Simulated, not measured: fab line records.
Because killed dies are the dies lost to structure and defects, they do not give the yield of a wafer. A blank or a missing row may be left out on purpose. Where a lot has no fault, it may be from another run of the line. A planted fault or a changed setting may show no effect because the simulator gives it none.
Which tool was responsible? | flow n5_finfet | Sampling: 14 lots, 42 wafers, 7 of 1938 route steps

== WHAT THE GAUGES READ, wafer by wafer ==
N5_BEOL_M4_CD_MEAS_18: pitch 36 nm, target cd 18 nm. Usual: cd_nm reads 18.1 nm (standard deviation 0.33).
lot  | measured     | on        | cd_nm (nm)     | flag
L380 | day 8 01:44  | cd_sem-01 | 18.4 17.7 18.8 |
L381 | day 8 09:34  | cd_sem-02 | 17.7 18.1 17.8 |
L382 | day 8 15:25  | cd_sem-03 | 17.9 18.7 18.2 |
L383 | day 8 21:52  | cd_sem-01 | 17.9 17.9 18.5 |
L385 | day 9 15:52  | cd_sem-01 | 18.1 18.2 17.9 |
L387 | day 9 22:50  | cd_sem-02 | 18.8 18.0 18.2 |
L388 | day 10 01:58 | cd_sem-01 | - - -          | OFF
L389 | day 10 03:17 | cd_sem-02 | - - -          | OFF
L390 | day 10 07:25 | cd_sem-03 | 18.0 18.2 18.2 |
L391 | day 10 22:28 | cd_sem-01 | 18.5 18.2 18.6 |
L399 | day 13 12:37 | cd_sem-03 | 18.5 17.8 18.6 |
L401 | day 13 15:04 | cd_sem-02 | 18.1 18.3 18.4 |
L400 | day 13 18:02 | cd_sem-02 | 17.8 18.1 18.1 |
L402 | day 13 18:20 | cd_sem-03 | 17.6 17.9 17.5 |

N5_BEOL_M4_RC_MEAS_101. Usual: DIBL_N 36.0 mV/V, standard deviation 2; DIBL_P 36.2 mV/V, standard deviation 2.2; IOFF_N 0.16 nA/um, standard deviation 0.034; IOFF_P 0.21 nA/um, standard deviation 0.04; ION_N 675 uA/um, standard deviation 12; ION_P 463 uA/um, standard deviation 7.2; SS_N 71.6 mV/dec, standard deviation 0.6; SS_P 73.3 mV/dec, standard deviation 0.67; VT_N 250 mV, standard deviation 3; VT_P -251 mV, standard deviation 3.4.
lot  | measured     | on        | DIBL_N (mV/V)  | DIBL_P (mV/V)  | IOFF_N (nA/um) | IOFF_P (nA/um) | ION_N (uA/um) | ION_P (uA/um) | SS_N (mV/dec)  | SS_P (mV/dec)  | VT_N (mV)   | VT_P (mV)      | flag
L380 | day 8 10:36  | prober-01 | 38.6 37.0 36.2 | 39.1 37.7 36.8 | 0.22 0.19 0.18 | 0.26 0.24 0.22 | 692 684 683   | 468 467 464   | 71.6 71.2 71.8 | 73.7 73.8 73.9 | 248 246 245 | -250 -248 -250 |
L381 | day 8 20:47  | prober-02 | 33.9 35.8 33.0 | 35.7 37.6 34.6 | 0.13 0.15 0.11 | 0.18 0.19 0.16 | 667 680 648   | 460 460 445   | 71.1 71.4 71.1 | 73.1 73.6 72.9 | 251 248 255 | -252 -253 -255 |
L382 | day 9 01:07  | prober-02 | 36.7 34.7 35.8 | 38.3 36.3 37.5 | 0.18 0.15 0.16 | 0.23 0.20 0.21 | 680 669 669   | 465 461 460   | 71.9 71.4 71.4 | 72.7 72.7 72.5 | 249 251 248 | -249 -252 -252 |
L383 | day 9 06:21  | prober-02 | 35.2 36.7 34.6 | 35.2 36.1 35.2 | 0.14 0.16 0.13 | 0.18 0.18 0.17 | 681 673 665   | 460 455 461   | 71.1 71.7 70.6 | 73.5 72.3 72.1 | 251 251 250 | -251 -254 -252 |
L385 | day 10 01:47 | prober-02 | 35.0 35.8 33.0 | 36.6 36.6 33.8 | 0.15 0.16 0.13 | 0.19 0.18 0.15 | 669 675 671   | 457 455 454   | 71.6 72.2 70.9 | 72.8 73.2 72.9 | 250 249 252 | -255 -254 -257 |
L387 | day 10 05:44 | prober-01 | 36.0 38.7 37.0 | 34.2 37.7 36.6 | 0.13 0.18 0.14 | 0.16 0.20 0.19 | 669 673 679   | 453 453 460   | 71.8 72.5 72.0 | 73.8 73.7 73.5 | 254 253 252 | -255 -253 -254 |
L390 | day 11 02:45 | prober-01 | 40.9 40.6 39.4 | 40.8 40.0 38.3 | 0.20 0.20 0.18 | 0.26 0.25 0.22 | 700 687 697   | 469 466 470   | 71.1 71.7 71.0 | 75.2 74.1 74.0 | 247 247 249 | -249 -249 -250 |
L391 | day 11 05:12 | prober-01 | 37.9 37.9 35.4 | 39.9 39.9 36.6 | 0.20 0.20 0.16 | 0.28 0.29 0.24 | 682 694 678   | 468 481 470   | 72.1 72.4 71.5 | 74.6 73.7 73.3 | 244 245 248 | -246 -246 -248 |
L399 | day 13 21:14 | prober-02 | 38.0 38.9 38.2 | 38.2 39.1 38.4 | 0.18 0.20 0.18 | 0.23 0.27 0.23 | 675 683 682   | 462 470 469   | 71.4 72.0 72.5 | 74.1 74.2 74.7 | 250 248 248 | -248 -247 -247 |
L401 | day 13 23:46 | prober-01 | 39.8 35.9 35.3 | 39.3 36.6 35.1 | 0.24 0.17 0.15 | 0.29 0.23 0.21 | 696 690 669   | 470 464 467   | 72.4 71.0 71.4 | 74.2 72.5 72.7 | 243 247 251 | -246 -247 -252 |
L400 | day 14 02:49 | prober-02 | 36.8 38.6 34.2 | 36.9 37.4 32.8 | 0.16 0.20 0.13 | 0.20 0.21 0.16 | 672 692 664   | 463 465 452   | 71.1 71.9 71.2 | 73.5 73.9 71.9 | 249 247 252 | -253 -251 -254 |
L402 | day 14 05:08 | prober-01 | 34.0 35.2 35.9 | 33.6 34.5 34.8 | 0.12 0.14 0.15 | 0.18 0.19 0.19 | 669 666 673   | 459 456 456   | 71.1 71.7 71.7 | 73.0 73.5 72.7 | 253 252 250 | -252 -254 -253 |

== TOOL THAT RAN EACH LOT (tool first, then ch and the chambers of the sampled wafers, then the start) ==
lot  | N5_BEOL_M3_ANNEAL_95         | N5_BEOL_M3_DEP_57               | N5_BEOL_M4_ETCH_64                 | N5_BEOL_M4_STRIP_66                | N5_BEOL_M4_HM_OPEN_17
L380 | pvd_sputter-02, day 7 20:31  | pecvd-03 ch 0,2, day 7 21:41    | rie_diel-02 ch 0,2, day 8 01:23    | rie_diel-02 ch 0,2, day 8 01:31    | rie_metal-02 ch 0,1, day 8 01:33
L381 | pvd_sputter-03, day 8 06:10  | pecvd-01 ch 0,2, day 8 07:21    | rie_diel-02 ch 1,2,3, day 8 09:13  | rie_diel-02 ch 1,2,3, day 8 09:21  | rie_metal-03 ch 0,1, day 8 09:25
L382 | pvd_sputter-01, day 8 12:10  | pecvd-01 ch 0,2, day 8 13:17    | rie_diel-02 ch 0,2,3, day 8 15:04  | rie_diel-02 ch 0,2,3, day 8 15:11  | rie_metal-03 ch 0,1, day 8 15:14
L383 | pvd_sputter-02, day 8 16:53  | pecvd-02 ch 0,1,2, day 8 18:08  | rie_diel-01 ch 0,1,3, day 8 21:20  | rie_diel-01 ch 0,1,3, day 8 21:29  | rie_metal-02 ch 1, day 8 21:35
L385 | pvd_sputter-02, day 9 13:12  | pecvd-02 ch 0,1,2, day 9 14:24  | rie_diel-02 ch 0,2,3, day 9 15:30  | rie_diel-02 ch 0,2,3, day 9 15:38  | rie_metal-01 ch 0,1, day 9 15:41
L387 | pvd_sputter-01, day 9 17:34  | pecvd-02 ch 0,1,2, day 9 18:43  | rie_diel-02 ch 0,1,3, day 9 22:29  | rie_diel-02 ch 0,1,3, day 9 22:37  | rie_metal-03 ch 0,1, day 9 22:41
L388 | pvd_sputter-03, day 9 20:56  | pecvd-01 ch 0,1,2, day 9 22:29  | rie_diel-01 ch 0,2, day 10 01:36   | rie_diel-01 ch 0,2, day 10 01:44   | rie_metal-03 ch 0,1, day 10 01:49
L389 | pvd_sputter-03, day 10 00:14 | pecvd-02 ch 0,1, day 10 01:22   | rie_diel-04 ch 2,3, day 10 02:56   | rie_diel-04 ch 2,3, day 10 03:04   | rie_metal-03 ch 1, day 10 03:06
L390 | pvd_sputter-01, day 10 04:04 | pecvd-01 ch 1,2, day 10 05:22   | rie_diel-04 ch 0,2,3, day 10 07:03 | rie_diel-04 ch 0,2,3, day 10 07:11 | rie_metal-02 ch 0,1, day 10 07:13
L391 | pvd_sputter-01, day 10 17:47 | pecvd-02 ch 0,1,2, day 10 18:58 | rie_diel-04 ch 1,2,3, day 10 22:07 | rie_diel-04 ch 1,2,3, day 10 22:15 | rie_metal-01 ch 0,1, day 10 22:17
L399 | pvd_sputter-01, day 13 10:00 | pecvd-03 ch 0,1,2, day 13 11:19 | rie_diel-02 ch 1,2, day 13 12:16   | rie_diel-02 ch 1,2, day 13 12:23   | rie_metal-03 ch 0,1, day 13 12:28
L401 | pvd_sputter-03, day 13 10:43 | pecvd-03 ch 1,2, day 13 12:07   | rie_diel-01 ch 1,3, day 13 14:43   | rie_diel-01 ch 1,3, day 13 14:50   | rie_metal-01 ch 0,1, day 13 14:53
L400 | pvd_sputter-03, day 13 13:41 | pecvd-01 ch 0,2, day 13 14:48   | rie_diel-02 ch 0,1,3, day 13 17:28 | rie_diel-02 ch 0,1,3, day 13 17:37 | rie_metal-01 ch 0,1, day 13 17:39
L402 | pvd_sputter-02, day 13 15:04 | pecvd-01 ch 0,1,2, day 13 16:12 | rie_diel-04 ch 0,2, day 13 17:46   | rie_diel-04 ch 0,2, day 13 17:53   | rie_metal-02 ch 0, day 13 17:56
- N5_BEOL_M3_ANNEAL_95: time 240 s.
- N5_BEOL_M3_DEP_57: deposits SiCN from 3MS/NH3, target thk 8 nm, time 14 s.
- N5_BEOL_M4_ETCH_64: etches SOC in N2/H2, target depth 75 nm, overetch 22.5 nm, time 121.9 s.
- N5_BEOL_M4_STRIP_66: strips in CF4.
- N5_BEOL_M4_HM_OPEN_17: chemistry Cl2/BCl3, target TiN, target depth 20 nm, overetch 6 nm.

== AS READ BY THE TOOLS THEMSELVES (means over the sampled wafers that have a number; for cases with no such wafer, the mark the record gives instead) ==
N5_BEOL_M3_ANNEAL_95. Usual: heater_power_w reads 823 W (standard deviation 81).
lot  | tool           | heater_power_w (W) | flag
L380 | pvd_sputter-02 | 760                |
L381 | pvd_sputter-03 | 854                |
L382 | pvd_sputter-01 | 773                |
L383 | pvd_sputter-02 | 809                |
L385 | pvd_sputter-02 | 782                |
L387 | pvd_sputter-01 | 777                |
L388 | pvd_sputter-03 | 810                |
L389 | pvd_sputter-03 | 812                |
L390 | pvd_sputter-01 | 854                |
L391 | pvd_sputter-01 | 817                |
L399 | pvd_sputter-01 | 809                |
L401 | pvd_sputter-03 | 893                |
L400 | pvd_sputter-03 | 890                |
L402 | pvd_sputter-02 | 760                |

N5_BEOL_M3_DEP_57. Usual: showerhead_plenum_p_Torr 3.664 Torr, standard deviation 0.014; throttle_valve_pct 8.9 %, standard deviation 0.46.
lot  | tool     | showerhead_plenum_p_Torr (Torr) | throttle_valve_pct (%) | flag
L380 | pecvd-03 | 3.673                           | 9.4                    |
L381 | pecvd-01 | 3.673                           | 8.6                    |
L382 | pecvd-01 | 3.674                           | 8.6                    |
L383 | pecvd-02 | 3.661                           | 8.9                    |
L385 | pecvd-02 | 3.659                           | 9.0                    |
L387 | pecvd-02 | 3.664                           | 9.0                    |
L388 | pecvd-01 | 3.663                           | 8.9                    |
L389 | pecvd-02 | 3.654                           | 9.2                    |
L390 | pecvd-01 | 3.665                           | 9.3                    |
L391 | pecvd-02 | 3.663                           | 9.0                    |
L399 | pecvd-03 | 3.662                           | 8.7                    |
L401 | pecvd-03 | 3.656                           | 8.7                    |
L400 | pecvd-01 | 3.671                           | 8.6                    |
L402 | pecvd-01 | 3.669                           | 9.0                    |

N5_BEOL_M4_ETCH_64. Usual: value, then standard deviation, for each; bias_w 150.1 W / 0.45; chamber_pressure_mTorr 29.998 mTorr / 0.028; drypump_motor_current_A 5.7 A / 0.45; oes_product_au 0.60 a.u. / 0.044; rf_vpp_V 523.4 V / 2.5; showerhead_plenum_p_Torr 2.52 Torr / 0.084; throttle_valve_pct 17.79 % / 0.22.
lot  | tool        | bias_w (W) | chamber_pressure_mTorr (mTorr) | drypump_motor_current_A (A) | oes_product_au (a.u.) | rf_vpp_V (V) | showerhead_plenum_p_Torr (Torr) | throttle_valve_pct (%) | flag
L380 | rie_diel-02 | 149.9      | 30.016                         | 5.4                         | 0.58                  | 523.2        | 2.52                            | 18.03                  |
L381 | rie_diel-02 | 150.0      | 30.007                         | 5.9                         | 0.61                  | 522.2        | 2.53                            | 17.80                  |
L382 | rie_diel-02 | 150.3      | 30.031                         | 5.6                         | 0.59                  | 524.0        | 2.56                            | 17.88                  |
L383 | rie_diel-01 | 150.2      | 30.027                         | 5.8                         | 0.64                  | 524.4        | 2.54                            | 17.66                  |
L385 | rie_diel-02 | 150.4      | 29.972                         | 5.6                         | 0.59                  | 523.9        | 2.56                            | 17.91                  |
L387 | rie_diel-02 | 149.8      | 29.996                         | 5.8                         | 0.55                  | 523.8        | 2.53                            | 17.74                  |
L388 | rie_diel-01 | -          | -                              | -                           | -                     | -            | -                               | -                      | OFF
L389 | rie_diel-04 | -          | -                              | -                           | -                     | -            | -                               | -                      | OFF
L390 | rie_diel-04 | 150.1      | 29.994                         | 5.4                         | 0.64                  | 524.0        | 2.54                            | 17.59                  |
L391 | rie_diel-04 | 149.7      | 29.995                         | 5.2                         | 0.61                  | 524.3        | 2.53                            | 17.76                  |
L399 | rie_diel-02 | 150.2      | 29.982                         | 6.0                         | 0.58                  | 521.9        | 2.43                            | 17.95                  |
L401 | rie_diel-01 | 150.4      | 30.023                         | 5.8                         | 0.59                  | 523.4        | 2.52                            | 17.75                  |
L400 | rie_diel-02 | 149.8      | 29.978                         | 5.8                         | 0.54                  | 522.8        | 2.52                            | 17.81                  |
L402 | rie_diel-04 | 150.2      | 29.986                         | 5.7                         | 0.62                  | 522.8        | 2.50                            | 17.66                  |

N5_BEOL_M4_STRIP_66. Usual: cf4_flow_sccm 150.0 sccm, standard deviation 0.45; drypump_motor_current_A 5.7 A, standard deviation 0.46; oes_product_au 0.78 a.u., standard deviation 0.059; rf_vpp_V 270.8 V, standard deviation 1.3; showerhead_plenum_p_Torr 1.78 Torr, standard deviation 0.051; throttle_valve_pct 13.57 %, standard deviation 0.16.
lot  | tool        | cf4_flow_sccm (sccm) | drypump_motor_current_A (A) | oes_product_au (a.u.) | rf_vpp_V (V) | showerhead_plenum_p_Torr (Torr) | throttle_valve_pct (%) | flag
L380 | rie_diel-02 | 150.1                | 5.4                         | 0.76                  | 271.2        | 1.78                            | 13.68                  |
L381 | rie_diel-02 | 150.0                | 5.9                         | 0.79                  | 271.3        | 1.78                            | 13.51                  |
L382 | rie_diel-02 | 149.7                | 5.6                         | 0.77                  | 271.3        | 1.80                            | 13.55                  |
L383 | rie_diel-01 | 150.1                | 5.8                         | 0.84                  | 271.3        | 1.79                            | 13.47                  |
L385 | rie_diel-02 | 150.0                | 5.6                         | 0.76                  | 271.0        | 1.80                            | 13.56                  |
L387 | rie_diel-02 | 149.9                | 5.7                         | 0.73                  | 270.9        | 1.79                            | 13.61                  |
L388 | rie_diel-01 | 149.8                | 6.0                         | 0.78                  | 269.8        | 1.77                            | 13.62                  |
L389 | rie_diel-04 | 149.9                | 5.0                         | 0.84                  | 272.1        | 1.82                            | 13.37                  |
L390 | rie_diel-04 | 149.7                | 5.4                         | 0.83                  | 271.1        | 1.80                            | 13.46                  |
L391 | rie_diel-04 | 150.1                | 5.2                         | 0.80                  | 270.4        | 1.79                            | 13.51                  |
L399 | rie_diel-02 | 149.9                | 6.0                         | 0.75                  | 270.2        | 1.73                            | 13.75                  |
L401 | rie_diel-01 | 149.5                | 5.8                         | 0.77                  | 271.3        | 1.77                            | 13.51                  |
L400 | rie_diel-02 | 149.6                | 5.7                         | 0.70                  | 270.9        | 1.78                            | 13.67                  |
L402 | rie_diel-04 | 149.7                | 5.7                         | 0.81                  | 270.3        | 1.78                            | 13.53                  |

N5_BEOL_M4_HM_OPEN_17. Usual: drypump_motor_current_A 5.8 A, standard deviation 0.35; oes_product_au 0.70 a.u., standard deviation 0.09; throttle_valve_pct 22.12 %, standard deviation 0.16.
lot  | tool         | drypump_motor_current_A (A) | oes_product_au (a.u.) | throttle_valve_pct (%) | flag
L380 | rie_metal-02 | 6.0                         | 0.52                  | 22.34                  |
L381 | rie_metal-03 | 5.4                         | 0.73                  | 22.09                  |
L382 | rie_metal-03 | 5.4                         | 0.77                  | 22.15                  |
L383 | rie_metal-02 | 5.8                         | 0.52                  | 22.44                  |
L385 | rie_metal-01 | 6.1                         | 0.66                  | 22.03                  |
L387 | rie_metal-03 | 5.4                         | 0.74                  | 22.17                  |
L388 | rie_metal-03 | 5.4                         | 0.32                  | 22.82                  | OFF
L389 | rie_metal-03 | 5.4                         | 0.31                  | 22.67                  | OFF
L390 | rie_metal-02 | 6.0                         | 0.63                  | 22.26                  |
L391 | rie_metal-01 | 6.1                         | 0.65                  | 22.06                  |
L399 | rie_metal-03 | 5.4                         | 0.71                  | 22.19                  |
L401 | rie_metal-01 | 5.9                         | 0.64                  | 22.14                  |
L400 | rie_metal-01 | 6.1                         | 0.64                  | 22.06                  |
L402 | rie_metal-02 | 6.2                         | 0.77                  | 21.94                  |

== THE ANSWER, worked out from the rows above alone ==
Rule: a lot is off if the mean of its wafers that have a number lies more than 3 standard deviations from the usual mean. Also off: a lot with no number at a reading for which 4 or more lots have one. The other lots that the step has rows for count as sound. Order of review: gauges by route order, followed by the tools' own readings, for which a lot's mean as printed above is used. At the first step where some lot is off, the reading lying furthest off is the one used; lots without a number count as furthest.
Off: L388, L389, at N5_BEOL_M4_CD_MEAS_18 (cd_nm). Without a number there: L388, L389.
If a tool, at a process step before that reading, ran all the lots that are off and no sound lot after the first of them, it fits. The gauges at N5_BEOL_M4_CD_MEAS_18 aren't tried: what is off there is off at N5_BEOL_M4_ETCH_64 too, on other tools, and a gauge's error can't cause that. Of those tried, none fits.

== WHAT THE SIMULATOR PUT IN ==
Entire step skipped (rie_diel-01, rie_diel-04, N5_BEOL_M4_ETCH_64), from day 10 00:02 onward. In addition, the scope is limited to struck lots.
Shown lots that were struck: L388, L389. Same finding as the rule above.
